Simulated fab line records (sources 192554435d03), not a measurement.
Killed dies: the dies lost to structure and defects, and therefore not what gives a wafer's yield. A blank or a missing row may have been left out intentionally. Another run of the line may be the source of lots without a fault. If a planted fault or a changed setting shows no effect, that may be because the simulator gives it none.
fab line records	flow n5_finfet
[record] lots = 7	wafers = 21
route steps=1938 shown BEOL_M10@1476 BEOL_M11@1575
start_h: start of the lot's first displayed wafer, in hours after the record's first day	wait_h: hours elapsed since this lot's preceding step	" same as the row above	L1.1+2: a row that stands for several wafers	- value missing, or start not given	* or withheld: withheld	< > ~ a bound
route shown NAME@n: a module of which the file shows steps, and the number in the route of the first	usual: mean/standard deviation taken from wafers without a fault	same: alike in all rows	chamber/n: place in a boat	sites: readings site by site	_std_site: standard deviation of those values	_edge_site: the outer-site mean with the inner-site mean subtracted	radius_mm: how far each site lies from the wafer's centre	mask NAME#n: copy n	behind: tool/chamber where the wafer was last shaped	hold: why the lot was held/for how many hours/how that ended	device: whichever transistor did not switch (one of n, p or np)	end of line: at the end of the route, the tests of the same wafers	step lacking rows: just its recipe	killed: at the first sort, the dies lost to defects and structure; wafer yield is something else	map: per-die view of a wafer (x killed, . not killed, _ where there is no die)
set.NAME: the setting as run; set.NAME@STEP: as run at that earlier step	model.NAME: the simulator's own value behind a step, which no gauge read
lots whose settings were changed on purpose; a table a step, a row a wafer
[[steps]]
[step N5_BEOL_M10_COAT_60]
[recipe] resist = SiARC	temp_c = 220	time_s = 60	spin_rpm = 1500	resist_thk_nm = 30
lot.wafer	tool	chamber	start_h	wait_h	set.spin_rpm	model.SiARC_of_BEOL_M10_COAT_60.thk_nm
L075.1	litho_track-01	0	-	-	1449	30.4
L075.2+3	"	0	"	"	1500	29.8
L076.1+4+5	litho_track-02	0	-	-	1500	30
L085.1+3+6	litho_track-01	0	-	-	1500	29.8
L087.1+2	litho_track-01	0	-	-	1500	30
L087.3	"	0	"	"	1596	29
L089.4+5+6	litho_track-01	0	-	-	1342	31.6
L090.1+5	litho_track-03	0	-	-	1401	31.2
L090.2	"	0	"	"	1500	30
L091.3	litho_track-01	0	-	-	1446	30.4
L091.4	"	0	"	"	1500	29.8
L091.5	"	0	"	"	1500	30
[step N5_BEOL_M10_COAT_05]
[recipe] resist = CAR-ArF	spin_rpm = 1500	resist_thk_nm = 90
[step N5_BEOL_M10_EBR_07]
[recipe] solvent = PGMEA	ebr_width_mm = 1.5
[step N5_BEOL_M10_DESCUM_16]
[recipe] chemistry = O2	time_s = 7.9	source_power_w = 50	bias_power_w = 20	pressure_mtorr = 20	rf_frequency_hz = 2.712e+07	temp_c = 40	resist = CAR-ArF	o2_flow_sccm = 225
[step N5_BEOL_M10_ETCH_61]
[recipe] chemistry = CF4	target = SiARC	target_depth_a = 390	mask_material = CAR-ArF	time_s = 65	ion_energy_ev = 80	pressure_mtorr = 40	source_w = 545	bias_w = 36	Ar_flow_sccm = 100	cf4_flow_sccm = 100	ends = cleared
lot.wafer	tool	chamber	start_h	wait_h	set.spin_rpm@BEOL_M10_COAT_60	model.etch.depth_nm	model.CAR-ArF_of_BEOL_M10_COAT_05.thk_nm
L075.1	rie_diel-06	2	275.71	0.0	1449	30.37	54.6
L075.2	"	3	"	"	1500	29.82	55
L075.3	"	0	"	"	1500	29.79	55.4
L076.1	rie_diel-04	1	288.29	0.0	1500	29.97	55.4
L076.4	"	2	"	"	1500	29.92	55.6
L076.5	"	3	"	"	1500	30	55.4
L085.1	rie_diel-01	3	332.48	0.0	1500	29.85	55.4
L085.3	"	0	"	"	1500	29.83	55.6
L085.6	"	2	"	"	1500	29.83	55.4
L087.1	rie_diel-04	1	343.55	0.0	1500	29.95	55.4
L087.2	"	2	"	"	1500	29.93	54.8
L087.3	"	3	"	"	1596	29.07	56
L089.4	rie_diel-06	0	361.79	0.0	1342	31.7	54
L089.5	"	2	"	"	1342	31.64	54
L089.6	"	1	"	"	1342	31.65	54
L090.1	rie_diel-01	1	373.36	0.0	1401	31.17	54.6
L090.2	"	3	"	"	1500	30.04	55.8
L090.5	"	3	"	"	1401	31.11	55
L091.3	rie_diel-06	1	386.71	0.0	1446	30.32	55
L091.4	"	2	"	"	1500	29.83	55.4
L091.5	"	1	"	"	1500	29.91	55.4
[step N5_BEOL_M10_ETCH_62]
[recipe] chemistry = N2/H2	target = SOC	target_depth_a = 1100	overetch_a = 220	mask_material = SiARC	temp_c = 40	time_s = 165	ion_energy_ev = 200	pressure_mtorr = 30	source_w = 840	bias_w = 150	n2_flow_sccm = 200	h2_flow_sccm = 200
lot.wafer	tool	chamber	start_h	wait_h	set.spin_rpm@BEOL_M10_COAT_60	model.SiARC_of_BEOL_M10_COAT_60.thk_nm
L075.1	rie_diel-06	2	275.76	0.0	1449	23.8
L075.2+3	"	3,0	"	"	1500	23.4
L076.1	rie_diel-04	1	288.34	0.0	1500	23.8
L076.4	"	2	"	"	1500	23.6
L076.5	"	3	"	"	1500	23.4
L085.1+3	rie_diel-01	3,0	332.53	0.0	1500	23.4
L085.6	"	2	"	"	1500	23.2
L087.1	rie_diel-04	1	343.60	0.0	1500	23.6
L087.2	"	2	"	"	1500	23.2
L087.3	"	3	"	"	1596	22.6
L089.4	rie_diel-06	0	361.84	0.0	1342	25.4
L089.5+6	"	2,1	"	"	1342	25
L090.1+5	rie_diel-01	1,3	373.41	0.0	1401	24.6
L090.2	"	3	"	"	1500	23.6
L091.3	rie_diel-06	1	386.76	0.0	1446	23.6
L091.4+5	"	2,1	"	"	1500	23.4
[step N5_BEOL_M10_VIA_ETCH_34]
[recipe] chemistry = C4F6/O2	target = SiCOH_lowk	target_depth_a = 1845	mask_material = SOC	taper_deg = 4	time_s = 69.2	ion_energy_ev = 250	pressure_mtorr = 30	source_w = 345	bias_w = 185	Ar_flow_sccm = 300	C4F6_flow_sccm = 10	O2_flow_sccm = 10
[usual] rf_vpp_V = 667/8.2
lot.wafer	tool	chamber	start_h	wait_h	set.bias_w	rf_vpp_V	model.etch.depth_nm
L075.1	rie_diel-04	0	278.89	0.0	185	664	186.7
L075.2	"	2	"	"	185	672	182.7
L075.3	"	1	"	"	185	655	183.7
L076.1	rie_diel-01	3	290.14	0.0	185	668	183.3
L076.4	"	2	"	"	185	662	185
L076.5	"	0	"	"	185	677	185.9
L085.1	rie_diel-04	1	335.37	0.0	185	656	182.6
L085.3	"	1	"	"	210	725	189.3
L085.6	"	1	"	"	210	724	188.9
L087.1	rie_diel-06	1	345.03	0.0	185	678	182.4
L087.2	"	2	"	"	185	673	184
L087.3	"	0	"	"	168.6	604	176.5
L089.4	rie_diel-01	1	363.04	0.0	185	666	185.9
L089.5	"	2	"	"	185	661	185.9
L089.6	"	1	"	"	198.4	704	189.9
L090.1	rie_diel-06	3	374.63	0.0	164.3	601	175.8
L090.2	"	0	"	"	185	651	179.9
L090.5	"	3	"	"	185	661	181.7
L091.3	rie_diel-06	1	388.91	0.0	185	679	184.4
L091.4	"	3	"	"	185	660	185.2
L091.5	"	1	"	"	185	678	184.8
[step N5_BEOL_M10_TRENCH_ETCH_37]
[recipe] chemistry = C4F6/O2	target_depth_a = 1488.3	target = SiCOH_lowk	time_s = 48	ion_energy_ev = 250	pressure_mtorr = 30	source_w = 345	bias_w = 185	Ar_flow_sccm = 300	C4F6_flow_sccm = 10	O2_flow_sccm = 10
[usual] rf_vpp_V = 667/8.2
lot.wafer	tool	chamber	start_h	wait_h	set.source_w	rf_vpp_V	model.etch.depth_nm	model.BEOL_M10.feature_depth_nm
L075.1	rie_diel-04	0	-	-	345	664	151.4	151.4
L075.2	"	2	"	"	345	672	146.1	146.2
L075.3	"	1	"	"	345	656	147.2	147.2
L076.1	rie_diel-01	3	-	-	345	669	147.6	147.6
L076.4	"	2	"	"	345	662	150.4	150.4
L076.5	"	0	"	"	345	677	150	150
L085.1	rie_diel-04	1	-	-	345	656	145.8	145.8
L085.3	"	1	"	"	345	655	147	147
L085.6	"	1	"	"	345	654	146.9	147
L087.1	rie_diel-06	1	-	-	345	679	147.7	147.8
L087.2	"	2	"	"	345	672	147.6	147.6
L087.3	"	0	"	"	345	652	145.4	145.4
L089.4	rie_diel-01	1	-	-	406.1	612	156.2	156.2
L089.5	"	2	"	"	345	660	147	147
L089.6	"	1	"	"	345	666	148.3	148.2
L090.1	rie_diel-06	3	-	-	289.8	723	141.1	141.2
L090.2	"	0	"	"	345	651	147	147
L090.5	"	3	"	"	289.8	721	138.2	138.2
L091.3	rie_diel-06	1	-	-	369	655	151	151
L091.4	"	3	"	"	369	638	151.7	151.6
L091.5	"	1	"	"	345	678	148.5	148.4
[step N5_BEOL_M10_ETCH_41]
[recipe] chemistry = CH3F/O2	target = SiCN	target_depth_a = 426	taper_deg = 2	time_s = 86	ion_energy_ev = 120	mask_material = TiN	pressure_mtorr = 30	source_w = 395	bias_w = 75	Ar_flow_sccm = 150	CH3F_flow_sccm = 30	O2_flow_sccm = 20
[step N5_BEOL_M10_STRIP_77]
[recipe] chemistry = N2/H2	time_s = 10	power_w = 450	temp_c = 40	pressure_mtorr = 20	rf_frequency_hz = 6e+07	bias_power_w = 7	n2_flow_sccm = 200	h2_flow_sccm = 200
[step N5_BEOL_M10_OCD_MEAS_38]
[usual] trench_depth_nm = 148.1/1.7
lot.wafer	tool	chamber	start_h	wait_h	set.source_w@BEOL_M10_TRENCH_ETCH_37	trench_depth_nm
L075.1	ocd-02	-	279.17	-	345	151.6
L075.2	"	-	"	"	345	146.3
L075.3	"	-	"	"	345	147.1
L076.1	ocd-01	-	290.42	-	345	148.2
L076.4	"	-	"	"	345	150.3
L076.5	"	-	"	"	345	149.6
L085.1	ocd-02	-	335.78	-	345	146.0
L085.3	"	-	"	"	345	147.0
L085.6	"	-	"	"	345	147.5
L087.1	ocd-01	-	345.31	-	345	147.9
L087.2	"	-	"	"	345	148.0
L087.3	"	-	"	"	345	145.5
L089.4	ocd-02	-	363.32	-	406.1	156.0
L089.5	"	-	"	"	345	147.0
L089.6	"	-	"	"	345	148.6
L090.1	ocd-01	-	374.92	-	289.8	141.2
L090.2	"	-	"	"	345	146.6
L090.5	"	-	"	"	289.8	138.0
L091.3	ocd-01	-	389.20	-	369	150.7
L091.4	"	-	"	"	369	152.2
L091.5	"	-	"	"	345	148.4
[step N5_BEOL_M10_HM_STRIP_39]
[recipe] chemistry = peroxide_tin_strip	material = TiN	target_depth_a = 250	temp_c = 50	time_s = 158
[step N5_BEOL_M10_SRD_40]
[recipe] time_s = 30	temp_c = 23	rinse_liquid = diw	dry = ipa_marangoni
[step N5_BEOL_M10_ECD_50]
[recipe] material = Cu	target_thk_a = 3180
[step N5_BEOL_M10_ANNEAL_51]
[recipe] temp_c = 225	time_s = 90	ambient = N2
[step N5_BEOL_M10_CMP_52]
[recipe] stop_on = SiCOH_lowk	t_overpolish_s = 7	down_force_psi = 1	platen_rpm = 50	clearing_platen_down_force_psi = 1.5	clearing_platen_rpm = 50	post_cmp_clean = cu_alkaline	target_thk_nm = 140	clearing_platen_pad_velocity_m_s = 0.99484	pad_velocity_m_s = 0.99484
lot.wafer	tool	chamber	start_h	wait_h	set.source_w@BEOL_M10_TRENCH_ETCH_37	model.Cu_of_BEOL_M10_ECD_50.thk_nm
L075.2	cmp-01	1	281.83	0.4	345	137.2
L075.1	"	3	"	"	345	142.2
L075.3	"	0	"	"	345	138.8
L076.4+5	cmp-04	0,2	293.59	0.2	345	141
L076.1	"	1	"	"	345	138.6
L085.3	cmp-01	0	337.99	0.3	345	137
L085.1+6	"	1,2	"	"	345	135.8
L087.2	cmp-03	1	348.36	0.3	345	138.4
L087.3	"	2	"	"	345	135.8
L087.1	"	3	"	"	345	138.6
L089.4	cmp-03	3	367.31	0.2	406.1	146.6
L089.6	"	0	"	"	345	138.4
L089.5	"	1	"	"	345	138.2
L090.2	cmp-04	1	380.07	0.2	345	136
L090.1	"	0	"	"	289.8	131.2
L090.5	"	1	"	"	289.8	127.6
L091.4	cmp-04	3	391.22	0.2	369	142.4
L091.3	"	0	"	"	369	141.8
L091.5	"	2	"	"	345	139.2
[step N5_BEOL_M10_THK_MEAS_53]
[recipe] thk_meas_gauge = xrf	reads = Cu_of_BEOL_M10_ECD_50
[usual] M10_THK = 139.9/2.1
lot.wafer	tool	chamber	start_h	wait_h	set.source_w@BEOL_M10_TRENCH_ETCH_37	M10_THK[nm]
L075.1	film_metro-02	-	282.13	-	345	141.8
L075.2	"	-	"	"	345	137.0
L075.3	"	-	"	"	345	138.6
L076.1	film_metro-02	-	293.80	-	345	140.2
L076.4	"	-	"	"	345	143.0
L076.5	"	-	"	"	345	142.2
L085.1	film_metro-01	-	338.21	-	345	137.1
L085.3	"	-	"	"	345	138.0
L085.6	"	-	"	"	345	137.4
L087.1	film_metro-02	-	348.62	-	345	139.8
L087.2	"	-	"	"	345	139.8
L087.3	"	-	"	"	345	137.3
L089.4	film_metro-02	-	367.50	-	406.1	149.4
L089.5	"	-	"	"	345	140.1
L089.6	"	-	"	"	345	140.2
L090.1	film_metro-02	-	380.37	-	289.8	133.0
L090.2	"	-	"	"	345	137.7
L090.5	"	-	"	"	289.8	129.4
L091.3	film_metro-01	-	391.47	-	369	141.7
L091.4	"	-	"	"	369	142.2
L091.5	"	-	"	"	345	139.5
[step N5_BEOL_M10_PRE_CLEAN_55]
[recipe] gas = NH3	time_s = 15	temp_c = withheld	rf_power_w = 300
[step N5_BEOL_M10_DEP_56]
[recipe] material = SiCN	target_thk_a = 150	temp_c = withheld	precursor = 3MS/NH3	pressure_torr = 3	rf_w = 202	time_s = 26.5
[step N5_BEOL_M10_RS_MEAS_57]
[recipe] thk_meas_gauge = four-point-probe	reads = Cu_of_BEOL_M10_ECD_50+Co_of_BEOL_M10_CVD_75+TaN_of_BEOL_M10_ALD_74
[usual] M10_RS = 0.1524/0.0025
lot.wafer	tool	chamber	start_h	wait_h	set.source_w@BEOL_M10_TRENCH_ETCH_37	M10_RS[ohm/sq]
L075.1	film_metro-02	-	282.26	0.1	345	0.1482
L075.2	"	-	"	"	345	0.1544
L075.3	"	-	"	"	345	0.1521
L076.1	film_metro-02	-	293.94	0.1	345	0.1526
L076.4	"	-	"	"	345	0.1495
L076.5	"	-	"	"	345	0.1495
L085.1	film_metro-01	-	338.34	0.1	345	0.1556
L085.3	"	-	"	"	345	0.1547
L085.6	"	-	"	"	345	0.1558
L087.1	film_metro-01	-	348.75	0.1	345	0.1525
L087.2	"	-	"	"	345	0.1527
L087.3	"	-	"	"	345	0.1559
L089.4	film_metro-02	-	367.63	0.0	406.1	0.1431
L089.5	"	-	"	"	345	0.1529
L089.6	"	-	"	"	345	0.1527
L090.1	film_metro-02	-	380.50	0.1	289.8	0.1624
L090.2	"	-	"	"	345	0.1556
L090.5	"	-	"	"	289.8	0.1668
L091.3	film_metro-02	-	391.64	0.1	369	0.1489
L091.4	"	-	"	"	369	0.1481
L091.5	"	-	"	"	345	0.1517
[step N5_BEOL_M11_VIA_ETCH_34]
[recipe] chemistry = C4F6/O2	target = SiCOH_lowk	target_depth_a = 1845	mask_material = SOC	taper_deg = 4	time_s = 69.2	ion_energy_ev = 250	pressure_mtorr = 30	source_w = 345	bias_w = 185	Ar_flow_sccm = 300	C4F6_flow_sccm = 10	O2_flow_sccm = 10
[usual] rf_vpp_V = 665/5.6
lot.wafer	tool	chamber	start_h	wait_h	set.source_w	rf_vpp_V	model.etch.depth_nm	model.SOC_of_BEOL_M11_COAT_63.thk_nm
L075.1	rie_diel-03	2	286.26	0.0	361.4	650	187.2	91.4
L075.2	"	1	"	"	361.4	643	187.5	91.8
L075.3	"	0	"	"	345	668	185	91.8
L076.1	rie_diel-02	1	302.66	0.0	345	656	181	92
L076.4	"	3	"	"	345	651	183.2	91.6
L076.5	"	2	"	"	345	665	185.5	91.4
L085.1	rie_diel-02	2	342.60	0.0	345	664	185.7	91.8
L085.3	"	3	"	"	345	651	184.2	92
L085.6	"	1	"	"	287.5	721	167.6	93
L087.1	rie_diel-05	0	355.28	0.0	345	662	186.7	91.6
L087.2	"	3	"	"	288.9	733	172.3	92.6
L087.3	"	1	"	"	345	669	186.1	92
L089.4	rie_diel-05	0	372.48	0.0	399.3	617	195.6	91.2
L089.5	"	3	"	"	399.3	622	193.6	91.6
L089.6	"	0	"	"	345	664	184	91.8
L090.1	rie_diel-02	1	385.97	0.0	345	656	181	91.8
L090.2	"	3	"	"	345	650	182.2	92
L090.5	"	0	"	"	400.1	614	196.5	91
L091.3	rie_diel-05	3	395.25	0.0	345	671	182.6	92
L091.4	"	0	"	"	345	662	182.7	91.8
L091.5	"	2	"	"	364.2	647	188.2	91.6
[step N5_BEOL_M11_TRENCH_ETCH_37]
[recipe] chemistry = C4F6/O2	target_depth_a = 1488.3	target = SiCOH_lowk	time_s = 48	ion_energy_ev = 250	pressure_mtorr = 30	source_w = 345	bias_w = 185	Ar_flow_sccm = 300	C4F6_flow_sccm = 10	O2_flow_sccm = 10
[usual] rf_vpp_V = 665/5.7
lot.wafer	tool	chamber	start_h	wait_h	set.bias_w	rf_vpp_V	model.BEOL_M11.feature_depth_nm	model.etch.depth_nm
L075.1	rie_diel-03	2	-	-	185	667	147.8	147.8
L075.2	"	1	"	"	185	659	147.6	147.7
L075.3	"	0	"	"	185	667	148.2	148.2
L076.1	rie_diel-02	1	-	-	185	656	145.4	145.5
L076.4	"	3	"	"	185	653	147.8	147.8
L076.5	"	2	"	"	185	665	150.8	150.7
L085.1	rie_diel-02	2	-	-	195.4	695	152.4	152.5
L085.3	"	3	"	"	195.4	682	149.8	149.7
L085.6	"	1	"	"	195.4	687	148.4	148.3
L087.1	rie_diel-05	0	-	-	205.6	722	152.6	152.6
L087.2	"	3	"	"	185	669	147.6	147.6
L087.3	"	1	"	"	185	670	150.4	150.4
L089.4	rie_diel-05	0	-	-	185	662	149.6	149.6
L089.5	"	3	"	"	159	595	141.8	141.8
L089.6	"	0	"	"	159	589	141.4	141.5
L090.1	rie_diel-02	1	-	-	185	658	147.4	147.3
L090.2	"	3	"	"	185	649	149.2	149.2
L090.5	"	0	"	"	209	733	157.6	157.7
L091.3	rie_diel-05	3	-	-	175.1	641	146.2	146.2
L091.4	"	0	"	"	175.1	634	145.8	145.7
L091.5	"	2	"	"	175.1	639	146	146
[step N5_BEOL_M11_ETCH_41]
[recipe] chemistry = CH3F/O2	target = SiCN	target_depth_a = 426	taper_deg = 2	time_s = 86	ion_energy_ev = 120	mask_material = TiN	pressure_mtorr = 30	source_w = 395	bias_w = 75	Ar_flow_sccm = 150	CH3F_flow_sccm = 30	O2_flow_sccm = 20
[step N5_BEOL_M11_STRIP_77]
[recipe] chemistry = N2/H2	time_s = 10	power_w = 450	temp_c = 40	pressure_mtorr = 20	rf_frequency_hz = 6e+07	bias_power_w = 7	n2_flow_sccm = 200	h2_flow_sccm = 200
[step N5_BEOL_M11_ECD_50]
[recipe] material = Cu	target_thk_a = 3180
[step N5_BEOL_M11_ANNEAL_51]
[recipe] temp_c = 225	time_s = 90	ambient = N2
[step N5_BEOL_M11_CMP_52]
[recipe] stop_on = SiCOH_lowk	t_overpolish_s = 7	down_force_psi = 1	platen_rpm = 50	clearing_platen_down_force_psi = 1.5	clearing_platen_rpm = 50	post_cmp_clean = cu_alkaline	target_thk_nm = 140	clearing_platen_pad_velocity_m_s = 0.99484	pad_velocity_m_s = 0.99484
lot.wafer	tool	chamber	start_h	wait_h	set.bias_w@BEOL_M11_TRENCH_ETCH_37	model.Cu_of_BEOL_M11_ECD_50.thk_nm
L075.3	cmp-01	0	290.10	0.3	185	139
L075.1	"	1	"	"	185	137
L075.2	"	2	"	"	185	138.4
L076.4	cmp-01	3	306.60	0.2	185	139.6
L076.1	"	0	"	"	185	137
L076.5	"	3	"	"	185	141.8
L085.1	cmp-01	3	345.85	0.3	195.4	143
L085.3	"	0	"	"	195.4	139.8
L085.6	"	2	"	"	195.4	139
L087.3	cmp-03	2	358.46	0.2	185	139
L087.1	"	3	"	"	205.6	142
L087.2	"	1	"	"	185	137
L089.4	cmp-02	0	374.91	0.2	185	141.6
L089.6	"	3	"	"	159	133.8
L089.5	"	0	"	"	159	133.4
L090.1	cmp-03	0	389.87	0.3	185	139.6
L090.2	"	2	"	"	185	141.4
L090.5	"	3	"	"	209	149.2
L091.4	cmp-03	1	397.77	0.2	175.1	137.6
L091.3	"	2	"	"	175.1	136.2
L091.5	"	1	"	"	175.1	138
[step N5_BEOL_M11_THK_MEAS_53]
[recipe] thk_meas_gauge = xrf	reads = Cu_of_BEOL_M11_ECD_50
[usual] M11_THK = 140.4/2.3
lot.wafer	tool	chamber	start_h	wait_h	set.bias_w@BEOL_M11_TRENCH_ETCH_37	M11_THK[nm]
L075.1	film_metro-02	-	290.40	-	185	137.8
L075.2	"	-	"	"	185	138.0
L075.3	"	-	"	"	185	138.9
L076.1	film_metro-02	-	306.86	-	185	140.0
L076.4	"	-	"	"	185	142.0
L076.5	"	-	"	"	185	144.5
L085.1	film_metro-01	-	346.11	-	195.4	145.1
L085.3	"	-	"	"	195.4	141.3
L085.6	"	-	"	"	195.4	141.0
L087.1	film_metro-02	-	358.75	-	205.6	143.0
L087.2	"	-	"	"	185	138.1
L087.3	"	-	"	"	185	140.0
L089.4	film_metro-01	-	375.17	-	185	142.1
L089.5	"	-	"	"	159	133.8
L089.6	"	-	"	"	159	134.6
L090.1	film_metro-01	-	390.13	-	185	138.6
L090.2	"	-	"	"	185	141.2
L090.5	"	-	"	"	209	147.9
L091.3	film_metro-01	-	398.02	-	175.1	136.1
L091.4	"	-	"	"	175.1	137.7
L091.5	"	-	"	"	175.1	138.3
[step N5_BEOL_M11_PRE_CLEAN_55]
[recipe] gas = NH3	time_s = 15	temp_c = withheld	rf_power_w = 300
[step N5_BEOL_M11_DEP_56]
[recipe] material = SiCN	target_thk_a = 300	temp_c = withheld	precursor = 3MS/NH3	pressure_torr = 3	rf_w = 675	time_s = 10.5
[step N5_BEOL_M11_RS_MEAS_57]
[recipe] thk_meas_gauge = four-point-probe	reads = Cu_of_BEOL_M11_ECD_50+Co_of_BEOL_M11_CVD_75+TaN_of_BEOL_M11_ALD_74
[usual] M11_RS = 0.1517/0.0026
lot.wafer	tool	chamber	start_h	wait_h	set.bias_w@BEOL_M11_TRENCH_ETCH_37	M11_RS[ohm/sq]
L075.1	film_metro-01	-	290.53	0.0	185	0.1545
L075.2	"	-	"	"	185	0.1529
L075.3	"	-	"	"	185	0.1519
L076.1	film_metro-02	-	306.99	0.0	185	0.1541
L076.4	"	-	"	"	185	0.1514
L076.5	"	-	"	"	185	0.1486
L085.1	film_metro-01	-	346.24	0.0	195.4	0.1474
L085.3	"	-	"	"	195.4	0.1512
L085.6	"	-	"	"	195.4	0.1520
L087.1	film_metro-02	-	358.88	0.0	205.6	0.1483
L087.2	"	-	"	"	185	0.1543
L087.3	"	-	"	"	185	0.1521
L089.4	film_metro-02	-	375.29	0.0	185	0.1485
L089.5	"	-	"	"	159	0.1587
L089.6	"	-	"	"	159	0.1584
L090.1	film_metro-01	-	390.25	0.0	185	0.1512
L090.2	"	-	"	"	185	0.1491
L090.5	"	-	"	"	209	0.1407
L091.3	film_metro-01	-	398.15	0.0	175.1	0.1555
L091.4	"	-	"	"	175.1	0.1540
L091.5	"	-	"	"	175.1	0.1531
[[key]]
[split] step = N5_BEOL_M10_COAT_60	setting = spin_rpm	stated = 1500	by = wafer
[response] step = N5_BEOL_M10_COAT_60	reading = model.SiARC_of_BEOL_M10_COAT_60.thk_nm	change = -0.167	per = 1%	r = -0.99
[response] step = N5_BEOL_M10_ETCH_61	reading = model.etch.depth_nm	change = -0.15	per = 1%	r = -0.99
[response] step = N5_BEOL_M10_ETCH_61	reading = model.CAR-ArF_of_BEOL_M10_COAT_05.thk_nm	change = +0.145	per = 1%	r = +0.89
[response] step = N5_BEOL_M10_ETCH_62	reading = model.SiARC_of_BEOL_M10_COAT_60.thk_nm	change = -0.127	per = 1%	r = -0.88
[split] step = N5_BEOL_M10_VIA_ETCH_34	setting = bias_w	stated = 185	by = wafer
[response] step = N5_BEOL_M10_VIA_ETCH_34	reading = rf_vpp_V	change = +5.63	per = 1%	r = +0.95
[response] step = N5_BEOL_M10_VIA_ETCH_34	reading = model.etch.depth_nm	change = +0.529	per = 1%	r = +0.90
[split] step = N5_BEOL_M10_TRENCH_ETCH_37	setting = source_w	stated = 345	by = wafer
[response] step = N5_BEOL_M10_TRENCH_ETCH_37	reading = rf_vpp_V	change = -3.65	per = 1%	r = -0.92
[response] step = N5_BEOL_M10_TRENCH_ETCH_37	reading = model.etch.depth_nm	change = +0.467	per = 1%	r = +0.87
[response] step = N5_BEOL_M10_TRENCH_ETCH_37	reading = model.BEOL_M10.feature_depth_nm	change = +0.468	per = 1%	r = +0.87
[response] step = N5_BEOL_M10_OCD_MEAS_38	reading = trench_depth_nm	change = +0.452	per = 1%	r = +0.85
[response] step = N5_BEOL_M10_CMP_52	reading = model.Cu_of_BEOL_M10_ECD_50.thk_nm	change = +0.441	per = 1%	r = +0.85
[response] step = N5_BEOL_M10_THK_MEAS_53	reading = M10_THK	change = +0.461	per = 1%	r = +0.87
[response] step = N5_BEOL_M10_RS_MEAS_57	reading = M10_RS	change = -0.000547	per = 1%	r = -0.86
[split] step = N5_BEOL_M11_VIA_ETCH_34	setting = source_w	stated = 345	by = wafer
[response] step = N5_BEOL_M11_VIA_ETCH_34	reading = rf_vpp_V	change = -3.35	per = 1%	r = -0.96
[response] step = N5_BEOL_M11_VIA_ETCH_34	reading = model.etch.depth_nm	change = +0.88	per = 1%	r = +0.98
[response] step = N5_BEOL_M11_VIA_ETCH_34	reading = model.SOC_of_BEOL_M11_COAT_63.thk_nm	change = -0.0497	per = 1%	r = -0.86
[split] step = N5_BEOL_M11_TRENCH_ETCH_37	setting = bias_w	stated = 185	by = wafer
[response] step = N5_BEOL_M11_TRENCH_ETCH_37	reading = rf_vpp_V	change = +5.32	per = 1%	r = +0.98
[response] step = N5_BEOL_M11_TRENCH_ETCH_37	reading = model.BEOL_M11.feature_depth_nm	change = +0.558	per = 1%	r = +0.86
[response] step = N5_BEOL_M11_TRENCH_ETCH_37	reading = model.etch.depth_nm	change = +0.562	per = 1%	r = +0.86
[response] step = N5_BEOL_M11_CMP_52	reading = model.Cu_of_BEOL_M11_ECD_50.thk_nm	change = +0.551	per = 1%	r = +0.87
[response] step = N5_BEOL_M11_THK_MEAS_53	reading = M11_THK	change = +0.529	per = 1%	r = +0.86
[response] step = N5_BEOL_M11_RS_MEAS_57	reading = M11_RS	change = -0.00065	per = 1%	r = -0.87
